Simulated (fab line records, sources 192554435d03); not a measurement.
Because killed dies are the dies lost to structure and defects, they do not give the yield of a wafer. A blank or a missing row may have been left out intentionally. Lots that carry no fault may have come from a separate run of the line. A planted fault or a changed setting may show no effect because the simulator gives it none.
Chamber matching    flow n5 finfet    4 sister chambers for N5_BEOL_M4_ETCH_70 on rie diel-01
The step etches SOC in N2/H2, target depth 80 nm, overetch 24 nm, time 130 s. 7 wafers are shown with their chamber, then 7 later ones without.

== WAFERS, EACH WITH ITS CHAMBER ==
wafer   chamber  showerhead plenum p Torr (Torr)  drypump motor current A (A)
L078.3  2        2.41                             5.8
L082.2  0        2.62                             5.3
L082.4  1        2.39                             5.6
L091.4  0        2.61                             5.4
L091.5  3        2.46                             5.2
L092.1  2        2.40                             5.8
L092.2  3        2.45                             5.2

== WAFERS WITHOUT THEIR CHAMBER ==
wafer   showerhead plenum p Torr (Torr)  drypump motor current A (A)
L092.3  2.71                             5.6
L094.2  2.60                             5.4
L094.3  2.40                             5.8
L094.4  2.45                             5.2
L096.2  2.70                             5.6
L096.3  2.60                             5.3
L096.5  2.60                             5.3

== WHICH CHAMBER EACH WENT THROUGH ==
wafer    from the rows above   in truth
L092.3   0                     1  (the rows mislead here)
L094.2   0                     0
L094.3   2                     2
L094.4   3                     3
L096.2   0                     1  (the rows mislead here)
L096.3   0                     0
L096.5   0                     0
Correctly placed: 5 of 7. Can't be placed from these rows: 0. Placed wrongly: 2.
How it was worked out, from the rows above alone: a wafer's distance from a chamber is the root of the sum, over the readings, of the square of ((its reading less the chamber's mean) divided by the reading's scatter). If the next closest chamber is less than 2 further off than the closest, the wafer can't be placed; otherwise it belongs to the closest. The mean given for a chamber averages the wafers shown for that chamber. The scatter: take each reading less its chamber's mean, square it, sum over the shown wafers, divide by the number of wafers less the number of chambers, and take the root.
